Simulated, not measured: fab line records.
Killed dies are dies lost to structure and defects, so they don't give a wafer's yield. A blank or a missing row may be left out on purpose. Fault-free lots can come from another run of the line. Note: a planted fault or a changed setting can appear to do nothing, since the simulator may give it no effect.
fab line records | flow n5_finfet
record: lots: 24 wafers: 72 last_day: 17
route steps=1938 shown BEOL_M0_SAQP@674 BEOL_M0@717
lots untouched by any fault: they come from a run of this same line in which no faults occurred
start_h: start of the lot's first displayed wafer, in hours after the record's first day | wait_h: time in hours since the lot's previous step | " repeats the value in the row above | L1.1+2: one row covering several wafers at once | - no value, or no start was given | * or withheld: withheld | < > ~ a bound
route shown NAME@n: names a module that has steps shown in the file, with the first one's number in the route | usual: mean/standard deviation taken from wafers without a fault | same: alike in all rows | chamber/n: place in a boat | sites: each site's reading | _std_site: standard deviation of those values | _edge_site: outer sites' mean less inner sites' | radius_mm: for every site, how far away it sits from the centre of the wafer | mask NAME#n: copy n | behind: the last tool/chamber to shape the wafer | hold: the reason the lot was held/the length of the hold in hours/how it ended | device: the n, p or np transistor that did not switch | end of line: the tests these same wafers got at the end of their route | a step with no rows: only its recipe | killed: the dies lost at the first sort to structure and to defects; this is not the yield of the wafer | map: a wafer's dies, marking killed ones x, the rest . and places with no die _
set.NAME: the setting the step ran with; set.NAME@STEP: the setting that earlier step ran with | model.NAME: the simulator's own value behind a step, which no gauge read
steps of the route over a sample of lots; a table a step, a row a wafer
services: a tool's chamber out of use, with start hour (start_h, from the record's first day; less than 0 if before it), hours out, and reason
== steps ==
step: N5_BEOL_M0_SAQP_STRIP_108
recipe: chemistry: N2/H2 power_w: 500 temp_c: 40 pressure_mtorr: 50 rf_frequency_hz: 6e+07 overash_fraction: 0.3 bias_power_w: 28 h2_frac: 0.5 n2_flow_sccm: 300 h2_flow_sccm: 300
usual: drypump_motor_current_A: 5.8/0.42 oes_product_au: 0.81/0.078 rf_vpp_V: 121.9/1 showerhead_plenum_p_Torr: 3.37/0.12 throttle_valve_pct: 18.83/0.28
columns lot.wafer tool chamber start_h wait_h drypump_motor_current_A oes_product_au rf_hours_counter_h rf_vpp_V showerhead_plenum_p_Torr throttle_valve_pct
L075.2 rie_diel-01 2 113.07 0.0 5.2 0.84 74 122.8 3.26 18.96
L075.3 " 1 " " 6.3 0.90 31 121.0 3.29 18.87
L075.4 " 1 " " 6.3 0.90 - 121.1 3.29 18.87
L074.2 rie_diel-01 1 113.80 0.0 6.4 0.89 32 121.0 3.29 18.86
L074.3 " 0 " " 6.1 0.72 202 121.6 3.46 18.94
L074.5 " 2 " " 5.2 0.84 - 120.0 3.26 18.97
L076.1 rie_diel-05 1 120.85 0.0 6.1 0.79 90 121.8 3.25 18.78
L076.2 " 3 " " 6.3 0.74 203 123.2 3.46 19.10
L076.5 " 2 " " 5.3 0.82 - 121.2 3.42 19.06
L077.1 rie_diel-04 1 129.99 0.0 5.9 0.88 32 123.8 3.56 18.83
L077.2 " 3 " " 5.7 0.69 233 121.6 3.16 18.80
L077.3 " 0 " " 5.1 0.78 140 120.8 3.34 18.51
L078.2 rie_diel-05 2 132.89 0.0 5.3 0.81 93 123.2 3.41 19.06
L078.3 " 3 " " 6.3 0.73 207 121.9 3.46 19.09
L078.6 " 1 " " 6.2 0.81 - 120.8 3.25 18.77
L079.1 rie_diel-04 0 136.55 0.0 5.1 0.78 143 121.9 3.34 18.52
L079.4 " 3 " " 5.7 0.69 - 120.6 3.16 18.82
L079.5 " 0 " " 5.1 0.78 - 121.7 3.34 18.51
L080.2 rie_diel-04 2 148.10 0.0 5.6 0.97 1 122.9 3.57 18.17
L080.3 " 3 " " 5.7 0.68 240 120.8 3.16 18.82
L080.6 " 1 " " 5.8 0.87 - 120.9 3.56 18.84
L081.1 rie_diel-05 0 157.47 0.0 6.0 0.99 1 121.0 3.44 19.07
L081.3 " 1 " " 6.2 0.79 101 120.6 3.25 18.80
L081.6 " 2 " " 5.3 0.79 - 122.5 3.41 19.09
L082.2 rie_diel-04 2 158.06 0.0 5.6 0.96 4 123.5 3.57 18.17
L082.3 " 1 " " 5.8 0.87 41 122.6 3.56 18.84
L082.5 " 2 " " 5.6 0.95 - 122.5 3.57 18.16
L083.1 rie_diel-05 0 161.46 0.0 5.9 0.98 3 122.7 3.44 19.08
L083.2 " 1 " " 6.1 0.79 103 121.4 3.24 18.80
L083.6 " 2 " " 5.3 0.79 - 122.5 3.41 19.09
L084.2 rie_diel-04 3 173.76 0.0 5.7 0.68 249 121.2 3.15 18.83
L084.3 " 1 " " 5.9 0.87 47 123.1 3.55 18.87
L084.6 " 3 " " 5.7 0.68 - 120.0 3.15 18.82
L085.1 rie_diel-05 3 175.53 0.0 6.2 0.73 222 123.3 3.45 19.13
L085.2 " 2 " " 5.3 0.80 108 122.1 3.41 19.11
L085.3 " 0 " " 5.9 0.96 7 121.6 3.44 19.09
L086.3 rie_diel-01 3 185.69 0.0 6.0 0.78 150 123.4 3.35 18.43
L086.5 " 3 " " 6.0 0.79 - 122.5 3.35 18.42
L086.6 " 2 " " 5.2 0.81 - 121.1 3.24 19.01
L087.3 rie_diel-01 1 191.74 0.0 6.3 0.84 64 121.3 3.28 18.95
L087.4 " 2 " " 5.1 0.80 - 121.9 3.24 19.02
L087.5 " 3 " " 6.0 0.78 - 123.3 3.35 18.43
L088.1 rie_diel-04 3 194.10 0.0 5.7 0.98 2 123.7 3.55 18.45
L088.4 " 0 " " 5.1 0.74 163 121.9 3.32 18.56
L088.5 " 3 " " 5.7 0.95 - 122.0 3.55 18.46
L089.1 rie_diel-05 2 198.93 0.0 5.3 0.79 115 120.2 3.40 19.12
L089.2 " 3 " " 6.2 0.72 229 121.0 3.45 19.16
L089.6 " 3 " " 6.2 0.71 - 122.9 3.45 19.13
L090.3 rie_diel-01 1 204.41 0.0 6.4 0.83 69 121.8 3.27 18.93
L090.4 " 1 " " 6.4 0.83 - 121.5 3.27 18.94
L090.5 " 2 " " 5.2 0.80 - 122.8 3.24 19.03
L091.2 rie_diel-05 1 210.17 0.0 6.1 0.77 118 120.8 3.24 18.82
L091.3 " 3 " " 6.2 0.71 233 121.6 3.45 19.15
L091.6 " 1 " " 6.2 0.77 - 121.1 3.24 18.82
L092.1 rie_diel-01 1 216.20 0.0 6.3 0.83 75 122.0 3.27 18.93
L092.2 " 2 " " 5.1 0.79 117 120.3 3.24 19.04
L092.5 " 1 " " 6.4 0.83 - 121.7 3.27 18.95
L093.1 rie_diel-05 0 222.25 0.0 5.9 0.92 22 122.6 3.43 19.10
L093.2 " 3 " " 6.2 0.71 236 123.5 3.45 19.16
L093.5 " 0 " " 5.9 0.92 - 122.8 3.43 19.11
L094.1 rie_diel-01 1 224.54 0.0 6.3 0.83 77 120.9 3.27 18.94
L094.2 " 3 " " 6.0 0.77 165 121.1 3.34 18.45
L094.4 " 3 " " 6.0 0.77 - 121.0 3.34 18.46
L095.1 rie_diel-04 0 234.13 0.0 5.1 0.75 173 123.2 3.32 18.58
L095.3 " 3 " " 5.7 0.92 15 123.1 3.55 18.46
L095.6 " 0 " " 5.1 0.75 - 121.1 3.32 18.57
L096.2 rie_diel-04 1 239.63 0.0 5.9 0.83 68 123.5 3.54 18.88
L096.5 " 0 " " 5.1 0.75 - 122.9 3.32 18.56
L096.6 " 3 " " 5.7 0.91 - 123.7 3.55 18.47
L097.1 rie_diel-05 2 248.08 0.0 5.3 0.77 129 122.1 3.40 19.13
L097.4 " 0 " " 5.9 0.90 30 121.8 3.43 19.12
L097.6 " 0 " " 5.9 0.90 - 122.1 3.43 19.12
step: N5_BEOL_M0_SAQP_CUT_ETCH_46
recipe: chemistry: N2/H2 target: SOC target_depth_a: 1350 overetch_a: 270 temp_c: 40 time_s: 202.5 ion_energy_ev: 200 mask_material: SiARC pressure_mtorr: 30 source_w: 840 bias_w: 150 n2_flow_sccm: 200 h2_flow_sccm: 200
usual: drypump_motor_current_A: 5.8/0.45 rf_vpp_V: 523.9/2.6 showerhead_plenum_p_Torr: 2.54/0.089 throttle_valve_pct: 17.76/0.17
columns lot.wafer tool chamber start_h wait_h drypump_motor_current_A rf_hours_counter_h rf_vpp_V showerhead_plenum_p_Torr throttle_valve_pct
L075.2 rie_diel-04 2 115.40 0.0 5.6 248 520.5 2.39 17.74
L075.3 " 3 " " 5.7 228 519.7 2.39 17.81
L075.4 " 0 " " 5.1 135 524.4 2.53 17.54
L074.2 rie_diel-01 1 115.77 0.0 6.3 33 522.0 2.49 17.56
L074.3 " 0 " " 6.1 203 525.5 2.62 17.81
L074.5 " 0 " " 6.1 - 525.1 2.62 17.80
L076.1 rie_diel-04 0 122.67 0.0 5.1 137 525.3 2.53 17.57
L076.2 " 3 " " 5.7 230 519.3 2.39 17.81
L076.5 " 3 " " 5.7 - 519.1 2.39 17.83
L077.1 rie_diel-05 3 131.71 0.0 6.3 207 526.2 2.62 17.86
L077.2 " 2 " " 5.3 92 525.7 2.59 18.04
L077.3 " 3 " " 6.2 - 527.7 2.62 17.87
L078.2 rie_diel-04 1 136.05 0.0 5.8 34 528.7 2.70 17.79
L078.3 " 3 " " 5.7 236 521.4 2.39 17.86
L078.6 " 1 " " 5.8 - 528.5 2.70 17.80
L079.1 rie_diel-04 0 138.16 0.0 5.1 144 525.0 2.52 17.56
L079.4 " 3 " " 5.7 - 519.0 2.39 17.84
L079.5 " 0 " " 5.1 - 525.0 2.52 17.55
L080.2 rie_diel-05 2 149.88 0.0 5.3 100 523.6 2.58 18.07
L080.3 " 3 " " 6.2 215 526.7 2.62 17.86
L080.6 " 3 " " 6.2 - 526.9 2.62 17.87
L081.1 rie_diel-05 3 159.75 0.0 6.3 217 525.2 2.62 17.89
L081.3 " 0 " " 5.9 3 526.1 2.61 17.79
L081.6 " 0 " " 5.9 - 524.6 2.61 17.77
L082.2 rie_diel-01 2 160.10 0.0 5.1 93 521.5 2.46 17.83
L082.3 " 1 " " 6.3 - 521.1 2.48 17.59
L082.5 " 2 " " 5.1 - 521.7 2.46 17.83
L083.1 rie_diel-05 0 163.34 0.0 5.9 4 526.3 2.61 17.79
L083.2 " 2 " " 5.3 104 523.0 2.58 18.06
L083.6 " 2 " " 5.3 - 524.9 2.58 18.06
L084.2 rie_diel-04 2 175.97 0.0 5.6 10 527.1 2.70 17.30
L084.3 " 3 " " 5.7 250 519.7 2.38 17.87
L084.6 " 0 " " 5.1 - 524.5 2.52 17.56
L085.1 rie_diel-05 1 177.00 0.0 6.1 107 523.1 2.45 17.81
L085.2 " 3 " " 6.2 222 525.6 2.62 17.89
L085.3 " 0 " " 6.0 8 526.2 2.61 17.79
L086.3 rie_diel-01 1 187.41 0.0 6.3 62 522.0 2.48 17.62
L086.5 " 2 " " 5.2 - 521.3 2.45 17.85
L086.6 " 1 " " 6.3 - 521.1 2.48 17.62
L087.3 rie_diel-05 2 193.52 0.0 5.3 113 524.1 2.58 18.07
L087.4 " 0 " " 5.9 13 525.7 2.60 17.81
L087.5 " 2 " " 5.3 - 524.9 2.58 18.07
L088.1 rie_diel-01 3 195.85 0.0 6.0 154 523.7 2.54 17.58
L088.4 " 2 " " 5.1 - 520.1 2.45 17.85
L088.5 " 1 " " 6.4 - 521.9 2.48 17.62
L089.1 rie_diel-01 1 201.00 0.0 6.3 67 519.3 2.48 17.63
L089.2 " 2 " " 5.1 109 521.6 2.45 17.84
L089.6 " 3 " " 6.0 - 523.7 2.54 17.57
L090.3 rie_diel-01 3 206.69 0.0 6.0 159 524.4 2.53 17.59
L090.4 " 3 " " 6.0 - 523.9 2.53 17.59
L090.5 " 2 " " 5.1 - 522.5 2.45 17.86
L091.2 rie_diel-01 1 211.76 0.0 6.3 72 521.3 2.48 17.62
L091.3 " 2 " " 5.1 115 520.8 2.45 17.86
L091.6 " 1 " " 6.3 - 523.6 2.48 17.62
L092.1 rie_diel-04 3 218.13 0.0 5.7 10 528.5 2.69 17.49
L092.2 " 0 " " 5.1 168 523.2 2.51 17.61
L092.5 " 1 " " 5.9 - 528.2 2.69 17.81
L093.1 rie_diel-01 1 223.72 0.0 6.4 77 522.6 2.47 17.65
L093.2 " 3 " " 6.0 165 522.9 2.53 17.58
L093.5 " 1 " " 6.3 - 522.0 2.47 17.63
L094.1 rie_diel-05 2 226.01 0.0 5.3 122 525.3 2.57 18.08
L094.2 " 1 " " 6.2 123 520.9 2.44 17.82
L094.4 " 3 " " 6.2 237 526.0 2.61 17.94
L095.1 rie_diel-01 1 235.63 0.0 6.3 82 522.3 2.47 17.66
L095.3 " 2 " " 5.2 125 522.5 2.44 17.86
L095.6 " 1 " " 6.3 - 520.9 2.47 17.66
L096.2 rie_diel-04 3 241.58 0.0 5.7 17 526.0 2.69 17.49
L096.5 " 0 " " 5.1 - 523.9 2.51 17.63
L096.6 " 1 " " 5.8 - 528.0 2.69 17.85
L097.1 rie_diel-05 3 249.55 0.0 6.2 244 527.1 2.61 17.92
L097.4 " 2 " " 5.3 129 523.4 2.57 18.12
L097.6 " 2 " " 5.3 - 525.3 2.57 18.10
step: N5_BEOL_M0_STRIP_140
recipe: chemistry: CF4 resist: SiARC power_w: 300 bias_power_w: 75 pressure_mtorr: 50 cf4_flow_sccm: 150 rf_frequency_hz: 6e+07
usual: drypump_motor_current_A: 5.6/0.3 oes_product_au: 0.74/0.062 rf_vpp_V: 271.3/1.7 showerhead_plenum_p_Torr: 1.81/0.062 throttle_valve_pct: 13.68/0.18
columns lot.wafer tool chamber start_h wait_h drypump_motor_current_A oes_product_au rf_hours_counter_h rf_vpp_V showerhead_plenum_p_Torr throttle_valve_pct
L074.2 rie_diel-03 1 122.25 0.1 5.3 0.71 170 271.1 1.86 13.62
L074.3 " 3 " " 5.9 0.88 33 273.2 1.91 13.42
L074.5 " 0 " " 5.6 0.77 - 270.6 1.73 13.58
L075.2 rie_diel-02 3 122.41 0.1 5.6 0.73 188 272.5 1.78 14.06
L075.3 " 1 " " 5.9 0.73 193 274.0 1.87 13.87
L075.4 " 2 " " 5.4 0.71 203 270.8 1.79 13.62
L076.1 rie_diel-03 1 126.49 0.1 5.3 0.71 171 271.7 1.86 13.64
L076.2 " 0 " " 5.5 0.77 131 271.7 1.73 13.60
L076.5 " 0 " " 5.5 0.78 - 268.8 1.73 13.59
L077.1 rie_diel-03 1 135.80 0.2 5.3 0.71 174 271.8 1.86 13.62
L077.2 " 0 " " 5.6 0.77 133 270.6 1.73 13.60
L077.3 " 2 " " 6.1 0.71 207 270.8 1.79 13.60
L078.2 rie_diel-02 0 137.84 0.1 5.6 0.69 202 274.7 1.80 13.68
L078.3 " 1 " " 5.9 0.72 198 270.7 1.87 13.90
L078.6 " 2 " " 5.4 0.72 - 269.4 1.78 13.63
L079.1 rie_diel-02 0 140.49 0.2 5.6 0.70 204 272.6 1.80 13.71
L079.4 " 1 " " 5.9 0.72 199 272.7 1.87 13.90
L079.5 " 2 " " 5.4 0.71 - 270.7 1.78 13.65
L080.2 rie_diel-06 2 154.16 0.1 6.3 0.69 246 269.5 1.71 13.95
L080.3 " 0 " " 5.8 0.74 167 270.8 1.85 13.66
L080.6 " 0 " " 5.8 0.74 - 271.7 1.85 13.65
L082.2 rie_diel-02 1 162.23 0.1 5.9 0.72 207 269.6 1.86 13.91
L082.3 " 2 " " 5.4 0.71 218 270.4 1.78 13.67
L082.5 " 2 " " 5.4 0.72 - 271.0 1.78 13.67
L081.1 rie_diel-02 2 162.66 0.2 5.4 0.71 219 271.7 1.78 13.69
L081.3 " 1 " " 5.9 0.72 207 272.8 1.86 13.93
L081.6 " 1 " " 5.9 0.71 - 271.1 1.86 13.92
L083.1 rie_diel-06 1 169.52 0.1 5.4 0.72 200 273.3 1.78 13.89
L083.2 " 3 " " 5.2 0.73 162 270.6 1.72 13.43
L083.6 " 3 " " 5.2 0.73 - 269.2 1.72 13.45
L084.2 rie_diel-03 2 178.67 0.1 6.1 0.70 221 270.9 1.79 13.60
L084.3 " 0 " " 5.5 0.76 149 269.8 1.73 13.60
L084.6 " 1 " " 5.3 0.68 - 273.5 1.86 13.67
L085.1 rie_diel-03 3 179.20 0.1 5.9 0.85 52 272.8 1.90 13.48
L085.2 " 2 " " 6.1 0.71 221 268.1 1.79 13.62
L085.3 " 1 " " 5.3 0.70 188 273.2 1.86 13.66
L086.3 rie_diel-06 0 195.75 0.2 5.8 0.72 186 273.2 1.85 13.71
L086.5 " 2 " " 6.3 0.96 - 272.5 1.91 13.37
L086.6 " 3 " " 5.2 0.73 - 269.8 1.72 13.44
L087.3 rie_diel-06 3 196.95 0.2 5.2 0.72 176 270.1 1.72 13.45
L087.4 " 1 " " 5.4 0.71 214 270.2 1.77 13.90
L087.5 " 2 " " 6.3 0.95 - 273.2 1.92 13.37
L088.1 rie_diel-03 2 198.01 0.3 6.1 0.70 228 269.2 1.79 13.64
L088.4 " 3 " " 5.9 0.83 58 274.4 1.90 13.49
L088.5 " 3 " " 5.9 0.84 - 273.8 1.90 13.49
L089.1 rie_diel-03 2 205.22 0.5 6.1 0.70 231 271.3 1.79 13.64
L089.2 " 3 " " 5.9 0.83 60 269.9 1.90 13.47
L089.6 " 0 " " 5.5 0.75 - 273.1 1.72 13.64
L090.3 rie_diel-03 2 209.16 0.1 6.1 0.70 232 271.6 1.79 13.64
L090.4 " 0 " " 5.6 0.75 159 268.1 1.72 13.67
L090.5 " 3 " " 5.9 0.83 - 273.0 1.90 13.48
L091.2 rie_diel-03 1 214.78 0.1 5.3 0.69 202 272.1 1.85 13.70
L091.3 " 2 " " 6.1 0.70 235 271.3 1.79 13.66
L091.6 " 0 " " 5.5 0.76 - 269.4 1.72 13.67
L092.1 rie_diel-02 2 220.20 0.1 5.4 0.69 240 271.8 1.78 13.74
L092.2 " 0 " " 5.6 0.69 230 271.4 1.79 13.75
L092.5 " 0 " " 5.6 0.69 - 270.1 1.79 13.75
L093.1 rie_diel-03 1 226.75 0.2 5.3 0.69 209 271.9 1.85 13.73
L093.2 " 2 " " 6.1 0.70 240 270.3 1.78 13.67
L093.5 " 1 " " 5.3 0.68 - 272.5 1.85 13.71
L094.1 rie_diel-03 3 229.83 0.2 5.9 0.82 68 272.1 1.90 13.52
L094.2 " 2 " " 6.1 0.68 242 272.9 1.78 13.65
L094.4 " 1 " " 5.3 0.68 210 272.7 1.85 13.72
L095.1 rie_diel-03 0 241.24 0.1 5.6 0.74 172 268.9 1.72 13.70
L095.3 " 1 " " 5.3 0.69 213 270.6 1.85 13.73
L095.6 " 1 " " 5.3 0.69 - 271.8 1.85 13.72
L096.2 rie_diel-06 3 245.07 0.1 5.3 0.72 189 269.6 1.72 13.48
L096.5 " 0 " " 5.8 0.70 - 273.1 1.84 13.73
L096.6 " 1 " " 5.5 0.71 - 271.2 1.77 13.97
L097.1 rie_diel-06 0 253.25 0.1 5.8 0.71 204 272.3 1.84 13.77
L097.4 " 1 " " 5.4 0.71 232 270.5 1.77 13.95
L097.6 " 3 " " 5.2 0.71 - 270.1 1.71 13.51
step: N5_BEOL_M0_ANNEAL_133
recipe: temp_c: 400 time_s: 60 ambient: vacuum
usual: heater_power_w: 802/100 susceptor_temp_C: 399.98/0.25 susceptor_temp_C_max: 400.9/0.4
columns lot.wafer tool chamber start_h wait_h heater_power_w susceptor_temp_C susceptor_temp_C_max
L074.2 pvd_sputter-03 - 123.72 0.0 954 400.05 400.8
L074.3 " - " " 859 400.25 401.2
L074.5 " - " " 697 399.84 400.8
L075.2 pvd_sputter-02 - 123.87 0.0 912 399.96 401.3
L075.3 " - " " 718 399.64 400.7
L075.4 " - " " 685 399.82 400.5
L076.1 pvd_sputter-02 - 128.55 0.0 710 400.07 401.1
L076.2 " - " " 662 400.10 400.8
L076.5 " - " " 951 399.98 401.4
L077.1 pvd_sputter-01 - 138.23 0.0 805 400.28 402.1
L077.2 " - " " 796 400.00 400.9
L077.3 " - " " 877 399.98 400.9
L078.2 pvd_sputter-01 - 141.47 0.0 856 400.04 400.8
L078.3 " - " " 809 399.89 400.7
L078.6 " - " " 781 399.83 401.4
L079.1 pvd_sputter-01 - 143.75 0.0 819 400.10 400.7
L079.4 " - " " 844 399.84 400.5
L079.5 " - " " 798 399.85 400.7
L080.2 pvd_sputter-03 - 156.67 0.0 683 400.07 401.2
L080.3 " - " " 969 400.27 401.1
L080.6 " - " " 931 400.32 401.3
L082.2 pvd_sputter-03 - 164.45 0.0 819 400.04 401.0
L082.3 " - " " 690 400.23 401.1
L082.5 " - " " 943 399.86 400.7
L081.1 pvd_sputter-03 - 164.89 0.0 670 399.81 400.7
L081.3 " - " " 963 399.94 400.8
L081.6 " - " " 851 399.59 400.5
L083.1 pvd_sputter-02 - 171.64 0.0 710 400.21 401.4
L083.2 " - " " 689 400.41 401.2
L083.6 " - " " 919 399.75 401.2
L084.2 pvd_sputter-03 - 180.76 0.0 831 400.17 401.2
L084.3 " - " " 668 400.24 401.1
L084.6 " - " " 863 400.00 401.0
L085.1 pvd_sputter-03 - 181.24 0.0 857 399.82 400.6
L085.2 " - " " 930 400.12 400.9
L085.3 " - " " 672 400.28 401.6
L086.3 pvd_sputter-02 - 198.41 0.0 719 399.94 400.7
L086.5 " - " " 712 399.97 400.8
L086.6 " - " " 953 400.12 401.5
L087.3 pvd_sputter-02 - 200.73 0.0 910 399.68 401.2
L087.4 " - " " 678 400.04 400.7
L087.5 " - " " 928 399.50 401.0
L088.1 pvd_sputter-02 - 201.33 0.0 941 399.89 401.5
L088.4 " - " " 688 400.16 400.9
L088.5 " - " " 917 400.40 401.6
L089.1 pvd_sputter-03 - 206.68 0.0 671 400.02 400.9
L089.2 " - " " 863 400.49 401.6
L089.6 " - " " 851 399.94 400.9
L090.3 pvd_sputter-02 - 213.22 0.0 683 399.99 401.1
L090.4 " - " " 669 399.77 400.6
L090.5 " - " " 656 399.74 400.5
L091.2 pvd_sputter-02 - 217.04 0.0 931 400.12 401.8
L091.3 " - " " 884 400.37 400.9
L091.6 " - " " 712 399.49 400.4
L092.1 pvd_sputter-02 - 224.02 0.0 936 399.46 401.1
L092.2 " - " " 879 399.72 400.2
L092.5 " - " " 896 399.93 400.4
L093.1 pvd_sputter-01 - 230.03 0.0 793 399.69 401.3
L093.2 " - " " 804 399.86 400.5
L093.5 " - " " 860 400.45 401.1
L094.1 pvd_sputter-02 - 232.00 0.0 959 400.19 401.9
L094.2 " - " " 647 400.06 400.9
L094.4 " - " " 710 399.52 400.7
L095.1 pvd_sputter-03 - 243.77 0.0 858 400.51 401.5
L095.3 " - " " 695 400.10 401.2
L095.6 " - " " 675 399.68 401.1
L096.2 pvd_sputter-02 - 247.69 0.0 681 400.05 400.6
L096.5 " - " " 940 400.13 401.3
L096.6 " - " " 727 400.37 401.3
L097.1 pvd_sputter-02 - 255.92 0.0 870 399.86 400.3
L097.4 " - " " 938 400.14 401.9
L097.6 " - " " 934 400.03 401.4
step: N5_BEOL_M0_PRE_CLEAN_131
recipe: gas: NH3/H2 time_s: 15 temp_c: * rf_power_w: 300
usual: heater_power_w: 82/11 susceptor_temp_C: *
columns lot.wafer tool chamber start_h wait_h heater_power_w susceptor_temp_C
L074.2 cvd_co-02 2 124.97 0.2 94 *
L074.3 " 1 " " 84 *
L074.5 " 0 " " 68 *
L075.2 cvd_co-02 1 125.08 0.2 83 *
L075.3 " 0 " " 68 *
L075.4 " 0 " " 71 *
L076.1 cvd_co-02 0 129.93 0.2 66 *
L076.2 " 1 " " 86 *
L076.5 " 0 " " 68 *
L077.1 cvd_co-02 0 139.42 0.0 67 *
L077.2 " 2 " " 95 *
L077.3 " 1 " " 81 *
L078.2 cvd_co-02 1 142.80 0.0 85 *
L078.3 " 0 " " 68 *
L078.6 " 1 " " 83 *
L079.1 cvd_co-02 0 144.74 0.0 69 *
L079.4 " 2 " " 97 *
L079.5 " 0 " " 67 *
L080.2 cvd_co-02 0 157.86 0.0 68 *
L080.3 " 2 " " 97 *
L080.6 " 2 " " 93 *
L082.2 cvd_co-02 2 166.73 0.3 95 *
L082.3 " 1 " " 83 *
L082.5 " 1 " " 84 *
L081.1 cvd_co-02 0 166.84 0.3 70 *
L081.3 " 1 " " 82 *
L081.6 " 1 " " 85 *
L083.1 cvd_co-02 0 175.56 0.3 68 *
L083.2 " 1 " " 85 *
L083.6 " 1 " " 83 *
L084.2 cvd_co-02 0 181.92 0.0 70 *
L084.3 " 1 " " 84 *
L084.6 " 0 " " 69 *
L085.1 cvd_co-02 0 182.37 0.0 69 *
L085.2 " 1 " " 84 *
L085.3 " 2 " " 96 *
L086.3 cvd_co-01 0 199.76 0.1 84 *
L086.5 " 2 " " 82 *
L086.6 " 0 " " 85 *
L087.3 cvd_co-02 1 201.77 0.0 82 *
L087.4 " 1 " " 81 *
L087.5 " 0 " " 69 *
L088.1 cvd_co-01 2 202.31 0.0 81 *
L088.4 " 2 " " 85 *
L088.5 " 2 " " 84 *
L089.1 cvd_co-02 0 208.32 0.0 66 *
L089.2 " 2 " " 96 *
L089.6 " 1 " " 83 *
L090.3 cvd_co-02 0 214.22 0.0 68 *
L090.4 " 0 " " 69 *
L090.5 " 1 " " 84 *
L091.2 cvd_co-01 0 218.04 0.0 85 *
L091.3 " 0 " " 84 *
L091.6 " 0 " " 83 *
L092.1 cvd_co-01 1 225.02 0.0 62 *
L092.2 " 2 " " 83 *
L092.5 " 0 " " 85 *
L093.1 cvd_co-02 0 231.07 0.0 66 *
L093.2 " 2 " " 98 *
L093.5 " 0 " " 69 *
L094.1 cvd_co-02 1 232.99 0.0 83 *
L094.2 " 2 " " 99 *
L094.4 " 1 " " 85 *
L095.1 cvd_co-01 0 245.14 0.0 82 *
L095.3 " 1 " " 63 *
L095.6 " 1 " " 64 *
L096.2 cvd_co-01 0 248.67 0.0 86 *
L096.5 " 0 " " 85 *
L096.6 " 1 " " 65 *
L097.1 cvd_co-01 1 257.22 0.0 63 *
L097.4 " 2 " " 85 *
L097.6 " 1 " " 64 *
step: N5_BEOL_M0_RS_MEAS_126
recipe: thk_meas_gauge: four-point-probe reads: Co_of_BEOL_M0_CO_CAP_123+Cu_of_BEOL_M0_ECD_118+Co_of_BEOL_M0_CVD_115+TaN_of_BEOL_M0_ALD_136
usual: M0_RS: 0.528/0.02
columns lot.wafer tool chamber start_h wait_h M0_RS[ohm/sq]
L074.2 film_metro-02 - 125.20 0.1 0.564
L074.3 " - " " 0.534
L074.5 " - " " 0.541
L075.2 film_metro-02 - 125.31 0.1 0.498
L075.3 " - " " 0.521
L075.4 " - " " 0.522
L076.1 film_metro-01 - 130.15 0.0 0.516
L076.2 " - " " 0.525
L076.5 " - " " 0.492
L077.1 film_metro-01 - 139.64 0.0 0.566
L077.2 " - " " 0.548
L077.3 " - " " 0.531
L078.2 film_metro-01 - 143.02 0.1 0.494
L078.3 " - " " 0.488
L078.6 " - " " 0.498
L079.1 film_metro-02 - 144.96 0.0 0.544
L079.4 " - " " 0.504
L079.5 " - " " 0.502
L080.2 film_metro-02 - 158.09 0.1 0.530
L080.3 " - " " 0.563
L080.6 " - " " 0.540
L082.2 film_metro-02 - 166.98 0.1 0.584
L082.3 " - " " 0.572
L082.5 " - " " 0.556
L081.1 film_metro-01 - 167.06 0.0 0.533
L081.3 " - " " 0.544
L081.6 " - " " 0.518
L083.1 film_metro-01 - 175.79 0.0 0.527
L083.2 " - " " 0.522
L083.6 " - " " 0.503
L084.2 film_metro-02 - 182.15 0.1 0.551
L084.3 " - " " 0.512
L084.6 " - " " 0.524
L085.1 film_metro-01 - 182.60 0.1 0.552
L085.2 " - " " 0.549
L085.3 " - " " 0.539
L086.3 film_metro-02 - 200.02 0.1 0.535
L086.5 " - " " 0.519
L086.6 " - " " 0.537
L087.3 film_metro-02 - 202.00 0.1 0.507
L087.4 " - " " 0.509
L087.5 " - " " 0.504
L088.1 film_metro-02 - 202.59 0.0 0.533
L088.4 " - " " 0.545
L088.5 " - " " 0.533
L089.1 film_metro-01 - 208.55 0.0 0.536
L089.2 " - " " 0.534
L089.6 " - " " 0.519
L090.3 film_metro-01 - 214.45 0.1 0.553
L090.4 " - " " 0.549
L090.5 " - " " 0.505
L091.2 film_metro-02 - 218.32 0.1 0.488
L091.3 " - " " 0.493
L091.6 " - " " 0.488
L092.1 film_metro-02 - 225.28 0.1 0.532
L092.2 " - " " 0.517
L092.5 " - " " 0.519
L093.1 film_metro-02 - 231.29 0.0 0.550
L093.2 " - " " 0.582
L093.5 " - " " 0.568
L094.1 film_metro-01 - 233.21 0.0 0.530
L094.2 " - " " 0.571
L094.4 " - " " 0.536
L095.1 film_metro-01 - 245.36 0.0 0.507
L095.3 " - " " 0.528
L095.6 " - " " 0.511
L096.2 film_metro-01 - 248.90 0.1 0.553
L096.5 " - " " 0.527
L096.6 " - " " 0.509
L097.1 film_metro-02 - 257.44 0.0 0.539
L097.4 " - " " 0.521
L097.6 " - " " 0.524
== services ==
columns tool chamber start_h hours kind
cvd_co-01 - 93.28 106.0 repair
rie_diel-01 - 98.51 2.8 pm
rie_diel-01 3 111.79 13.2 repair
rie_diel-06 3 119.33 22.6 repair
rie_diel-04 2 120.94 - clean
rie_diel-04 2 120.94 - consumable_replace:focus_ring
rie_diel-04 2 120.94 - consumable_replace:showerhead
rie_diel-05 0 123.19 - clean
rie_diel-05 0 123.19 - consumable_replace:focus_ring
rie_diel-05 0 123.19 28.3 scheduled_down
rie_diel-05 0 123.19 28.3 vent_cycle
rie_diel-01 0 123.46 131.8 repair
rie_diel-05 1 126.84 5.4 repair
rie_diel-02 1 146.47 3.9 repair
cvd_co-02 - 150.86 0.7 repair
pvd_sputter-01 - 151.43 3.4 repair
rie_diel-01 3 154.67 14.1 repair
rie_diel-02 3 185.18 6.4 repair
rie_diel-04 0 202.29 6.5 repair
rie_diel-05 2 205.97 1.6 repair
rie_diel-05 - 216.89 0.8 repair
rie_diel-03 3 225.89 3.9 repair
rie_diel-04 2 233.69 4.1 repair
rie_diel-04 2 252.40 19.3 repair
== key ==
fault none
